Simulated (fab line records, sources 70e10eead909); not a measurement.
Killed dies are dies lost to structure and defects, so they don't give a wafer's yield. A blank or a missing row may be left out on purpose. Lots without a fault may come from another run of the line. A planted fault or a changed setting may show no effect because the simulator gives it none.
fab line records | flow nand_harc | part 2 of 2: steps 22 to 32 of 32
record lots=5 wafers=15 last_day=34
route steps=1302 shown A_CHANNEL_HOLE_D2@595 A_CHANNEL_FILL_D2@610
lots that met no fault: from a run of the same line without faults
start_h: hours from the record's first day to the start of the lot's first wafer shown | wait_h: hours since the lot's step before | " the same as in the row above | L1.1+2: a row that stands for several wafers | - no value, or no start given | * or withheld: withheld | < > ~ a bound
route shown NAME@n: a module of which the file shows steps, and the number in the route of the first | usual: mean/standard deviation of fault-free wafers | same: alike in all rows | chamber/n: place in a boat | sites: the reading at each site | _std_site: their standard deviation | _edge_site: outer sites' mean less inner sites' | radius_mm: how far each site lies from the wafer's centre | mask NAME#n: copy n | behind: the tool/chamber that last shaped the wafer | hold: why the lot was held/for how many hours/how that ended | device: the transistor (n, p or np) that didn't switch | end of line: the same wafers' tests at the end of the route | a step without rows: its recipe alone | killed: dies lost to structure and defects at the first sort, not the wafer's yield | map: a wafer's dies, x killed, . not, _ none there
set.NAME: the setting as run; set.NAME@STEP: as run at that earlier step | model.NAME: the simulator's own value behind a step, which no gauge read
lots at some steps of the route; a table a step, a row a wafer
services: from which hour (start_h, from the record's first day; less than 0 if before it) a tool's chamber was out of use, for how many hours, and why
## steps
# step NHARC_A_CHANNEL_FILL_D2_ALD_16
# recipe target_thk_a=15 pulse_time_s=10 ald_cycles=15 temp_c=300 material=SiO2
# usual heater_power_w=469/37 precursor_pulse_height_rel=1.001/0.021
# columns lot.wafer tool chamber start_h wait_h heater_power_w precursor_pulse_height_rel
L074.2 ald_hk-01 1 312.37 0.1 551 0.989
L074.1 " 2 " " 496 0.951
L074.6 " 3 " " 434 0.996
L078.4 ald_hk-01 1 335.74 0.1 548 1.010
L078.3 " 3 " " 440 0.992
L078.5 " 0 " " 533 1.022
L077.4 ald_hk-02 3 335.76 0.1 430 0.982
L077.6 " 1 " " 424 0.957
L077.5 " 2 " " 462 0.986
L080.1 ald_hk-02 3 367.98 0.0 427 0.989
L080.6 " 3 " " 423 1.023
L080.5 " 0 " " 500 0.998
L097.2 ald_hk-03 3 547.31 0.0 442 1.032
L097.1 " 1 " " 495 1.032
L097.5 " 0 " " 470 0.981
# step NHARC_A_CHANNEL_FILL_D2_ANNEAL_17
# recipe temp_c=850 time_s=1800
# columns lot.wafer tool chamber start_h wait_h
L074.1+2+6 furnace-05 0 315.14 -
L077.4+5+6 furnace-03 0 339.02 -
L078.3+4+5 furnace-03 0 339.02 -
L080.1+5+6 furnace-05 0 370.80 -
L097.1+2+5 furnace-03 0 550.63 -
# step NHARC_A_CHANNEL_FILL_D2_CVD_18
# recipe target_thk_a=30 temp_c=550 material=poly-Si
# columns lot.wafer tool chamber start_h wait_h
L074.1+2+6 lpcvd_poly-02 0 321.54 -
L077.4+5+6 lpcvd_poly-03 0 345.54 -
L078.3+4+5 lpcvd_poly-03 0 345.54 -
L080.1+5+6 lpcvd_poly-02 0 377.17 -
L097.1+2+5 lpcvd_poly-03 0 557.01 -
# step NHARC_A_CHANNEL_FILL_D2_ETCHBACK_19
# recipe target_depth_a=50 time_s=1.7 hbr_flow_sccm=150 cl2_flow_sccm=50 rf_w=400 icp_w=400 bias_w=100 chemistry=HBr/Cl2
# usual drypump_motor_current_A=5.8/0.37 he_backside_leak_sccm=2.62/0.25 oes_product_au=0.999/0.011 throttle_valve_pct=26.405/0.0096
# columns lot.wafer tool chamber start_h wait_h drypump_motor_current_A he_backside_leak_sccm oes_product_au rf_hours_counter_h throttle_valve_pct
L074.1 rie_si-02 1 323.61 0.4 5.3 2.43 1.002 0.22 26.409
L074.2 " 2 " " 5.7 2.80 1.002 0.24 26.387
L074.6 " 2 " " 5.7 2.91 0.989 - 26.427
L077.4 rie_si-02 0 347.61 0.4 6.2 2.57 0.988 0.44 26.392
L077.6 " 0 " " 6.2 2.53 0.987 - 26.395
L077.5 " 1 " " 5.3 2.48 0.986 - 26.409
L078.4 rie_si-02 1 347.68 0.5 5.3 2.47 1.004 0.37 26.397
L078.3 " 3 " " 6.2 2.65 0.988 0.47 26.398
L078.5 " 1 " " 5.3 2.51 0.994 - 26.395
L080.1 rie_si-04 2 379.29 0.4 6.2 3.01 1.013 0.05 26.413
L080.5 " 2 " " 6.2 3.04 1.021 - 26.391
L080.6 " 0 " " 5.2 2.52 1.019 - 26.418
L097.1 rie_si-04 3 559.08 0.4 5.4 2.50 0.981 0.24 26.417
L097.2 " 0 " " 5.2 2.65 1.012 0.20 26.405
L097.5 " 3 " " 5.4 2.57 0.970 - 26.404
# step NHARC_A_CHANNEL_FILL_D2_ETCHBACK_20
# recipe target_depth_a=270 time_s=13.5 c4f8_flow_sccm=withheld o2_flow_sccm=8 ar_flow_sccm=withheld rf_w=600 bias_w=1500 chemistry=C4F8/O2/Ar
# usual oes_product_au=0.995/0.019 rf_vpp_V=980/5.5
# columns lot.wafer tool chamber start_h wait_h oes_product_au rf_hours_counter_h rf_vpp_V
L074.2 rie_diel-12 2 323.74 - 0.995 1 973
L074.1 " 3 " " 1.003 1 984
L074.6 " 2 " " 1.001 - 973
L077.4 rie_diel-12 0 347.74 - 0.995 1 987
L077.6 " 3 " " 1.004 - 983
L077.5 " 0 " " 0.997 - 987
L078.3 rie_diel-12 3 347.82 - 1.004 2 982
L078.4 " 0 " " 0.999 1 984
L078.5 " 2 " " 1.012 - 975
L080.1 rie_diel-02 1 379.47 - 0.998 5 982
L080.6 " 0 " " 0.996 - 978
L080.5 " 1 " " 1.003 - 986
L097.2 rie_diel-04 0 559.21 - 1.006 4 966
L097.1 " 3 " " 1.002 4 986
L097.5 " 0 " " 0.999 - 968
# step NHARC_A_CHANNEL_FILL_D2_STRIP_28
# recipe time_s=20 o2_flow_sccm=500 ar_flow_sccm=0 bias_w=0 chemistry=O2
# usual drypump_motor_current_A=5.6/0.4 oes_product_au=1.001/0.0085 rf_vpp_V=58.0/0.88 showerhead_plenum_p_Torr=3.60/0.13 throttle_valve_pct=17.036/0.0095
# columns lot.wafer tool chamber start_h wait_h drypump_motor_current_A oes_product_au rf_hours_counter_h rf_vpp_V showerhead_plenum_p_Torr throttle_valve_pct
L074.1 rie_diel-12 3 323.83 0.1 5.0 1.004 1 57.5 3.64 17.028
L074.2 " 2 " " 6.4 1.002 1 56.6 3.40 17.049
L074.6 " 3 " " 5.1 0.997 - 59.0 3.64 17.033
L077.4 rie_diel-12 3 347.88 0.1 5.0 1.002 2 58.1 3.64 17.052
L077.6 " 0 " " 5.1 0.987 - 58.4 3.74 17.041
L077.5 " 1 " " 5.3 0.996 - 58.5 3.58 17.016
L078.3 rie_diel-12 0 347.91 0.1 5.1 0.999 1 57.4 3.74 17.042
L078.4 " 2 " " 6.4 1.014 2 56.0 3.40 17.023
L078.5 " 0 " " 5.1 0.992 - 58.4 3.74 17.029
L080.1 rie_diel-02 2 379.56 0.1 6.0 0.993 5 58.9 3.70 17.048
L080.6 " 0 " " 5.6 1.007 - 57.1 3.53 17.029
L080.5 " 1 " " 5.8 0.992 - 58.7 3.66 17.045
L097.2 rie_diel-04 3 559.31 0.1 5.7 1.001 4 59.2 3.72 17.032
L097.1 " 0 " " 5.8 1.011 4 54.5 3.27 17.035
L097.5 " 1 " " 5.5 1.014 - 57.5 3.42 17.037
# step NHARC_A_CHANNEL_FILL_D2_PRECLEAN_21
# recipe time_s=30 chemistry=dHF
# columns lot.wafer tool chamber start_h wait_h
L074.2+1+6 wet_bench-06 6,0,1 323.93 -
L077.5+4+6 wet_bench-09 1,2,3 347.98 -
L078.5+4+3 wet_bench-06 6,0,1 348.01 -
L080.1+6+5 wet_bench-03 5,6,0 379.65 -
L097.1+2+5 wet_bench-03 6,7,1 559.40 -
# step NHARC_A_CHANNEL_FILL_D2_SRD_23
# columns lot.wafer tool chamber start_h wait_h
L074.2+1+6 wet_bench-06 6,0,1 323.96 0.0
L077.5+4+6 wet_bench-09 1,2,3 347.99 0.0
L078.5+4+3 wet_bench-06 6,0,1 348.03 0.0
L080.1+6+5 wet_bench-03 5,6,0 379.68 0.0
L097.1+2+5 wet_bench-03 6,7,1 559.42 0.0
# step NHARC_A_CHANNEL_FILL_D2_CVD_05
# recipe target_thk_a=50 temp_c=550 material=poly-Si
# columns lot.wafer tool chamber start_h wait_h
L074.1+2+6 lpcvd_poly-03 0 326.30 2.3
L077.4+5+6 lpcvd_poly-02 0 350.24 2.3
L078.3+4+5 lpcvd_poly-02 0 350.24 2.2
L080.1+5+6 lpcvd_poly-02 0 381.90 2.2
L097.1+2+5 lpcvd_poly-04 0 561.85 2.4
# step NHARC_A_CHANNEL_FILL_D2_ANNEAL_22
# recipe temp_c=620 time_s=7200
# columns lot.wafer tool chamber start_h wait_h
L074.1+2+6 furnace-03 0 331.98 3.9
L077.4+5+6 furnace-05 0 355.03 2.9
L078.3+4+5 furnace-05 0 355.03 2.9
L080.1+5+6 furnace-05 0 386.64 2.9
L097.1+2+5 furnace-03 0 567.07 3.4
# step NHARC_A_CHANNEL_FILL_D2_THK_MEAS_06
# recipe thk_meas_gauge=ellipsometry
# usual thk_nm=5.0/0.93
# columns lot.wafer tool chamber start_h wait_h thk_nm
L074.1 film_metro-02 - 335.98 0.4 5.9
L074.2 " - " " 4.8
L074.6 " - " " 5.0
L078.3 film_metro-01 - 359.03 0.4 4.1
L078.4 " - " " 4.8
L078.5 " - " " 6.5
L077.4 film_metro-02 - 359.04 0.4 4.9
L077.5 " - " " 4.7
L077.6 " - " " 3.8
L080.1 film_metro-02 - 390.70 0.4 5.7
L080.5 " - " " 6.1
L080.6 " - " " 5.7
L097.1 film_metro-01 - 571.07 0.4 6.2
L097.2 " - " " 4.0
L097.5 " - " " 3.8
## services
# columns tool chamber start_h hours kind
har_etch-01 - 284.06 2.0 repair
rie_diel-07 - 294.20 9.0 pm
rie_diel-07 0 306.84 2.5 repair
rie_diel-12 1 312.92 2.7 repair
wet_bench-07 - 331.17 8.5 repair
wet_bench-03 - 331.61 1.4 repair
wet_bench-07 - 339.71 8.0 pm
rie_diel-12 3 348.33 5.5 repair
ald_hk-02 - 350.63 10.0 pm
rie_diel-12 2 351.71 2.7 repair
wet_bench-09 - 352.80 8.0 pm
rie_diel-11 2 362.29 1.3 repair
wet_bench-06 - 369.68 8.0 pm
har_etch-02 - 377.29 17.0 pm
rie_diel-07 2 397.37 9.8 repair
rie_diel-11 - 432.50 9.0 pm
rie_diel-07 0 457.18 24.8 repair
rie_diel-07 - 471.20 9.0 pm
rie_diel-07 2 484.12 2.5 repair
har_etch-02 - 489.20 2.1 repair
wet_bench-06 - 507.32 10.1 repair
wet_bench-07 - 515.71 8.0 pm
rie_diel-07 2 532.14 2.5 repair
wet_bench-06 - 545.68 8.0 pm
